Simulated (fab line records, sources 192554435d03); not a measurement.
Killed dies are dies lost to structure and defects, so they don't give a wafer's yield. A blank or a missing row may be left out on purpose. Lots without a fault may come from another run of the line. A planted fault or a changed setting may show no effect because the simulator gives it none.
Chamber matching | flow n5_finfet | N5_BEOL_M6_ALD_77 on ald_metal-02: 3 sister chambers
The step deposits TaN, target thk 2 nm, pulse time 2 s, purge time 3 s. 3 wafers are shown with their chamber, then 8 later ones without.

WAFERS WITH THEIR CHAMBER
wafer  | chamber | heater_power_w (W)
L094.4 | 1       | 432
L094.6 | 2       | 479
L095.1 | 0       | 355

WAFERS WITHOUT THEIR CHAMBER
wafer  | heater_power_w (W)
L095.4 | 480
L095.5 | 412
L097.4 | 359
L097.5 | 475
L097.6 | 352
L096.2 | 356
L096.4 | 361
L096.6 | 481

WHICH CHAMBER EACH WENT THROUGH
wafer  | from the rows above | in truth
L095.4 | 2                   | 2
L095.5 | 1                   | 1
L097.4 | 0                   | 0
L097.5 | 2                   | 2
L097.6 | 0                   | 0
L096.2 | 0                   | 0
L096.4 | 0                   | 0
L096.6 | 2                   | 2
Placed correctly: 8 of 8. Can't be placed from these rows: 0. Placed wrongly: 0.
How it was worked out, from the rows above alone: a wafer's distance from a chamber is the root of the sum, over the readings, of the square of ((its reading less the chamber's mean) divided by the reading's scatter). The wafer belongs to the nearest chamber; if the next one is less than 2 further off, it can't be placed. A chamber's mean is the mean of its shown wafers. The scatter: with one shown wafer a chamber, the root of the mean of the squares of how far each hidden wafer lies from its nearest shown one.
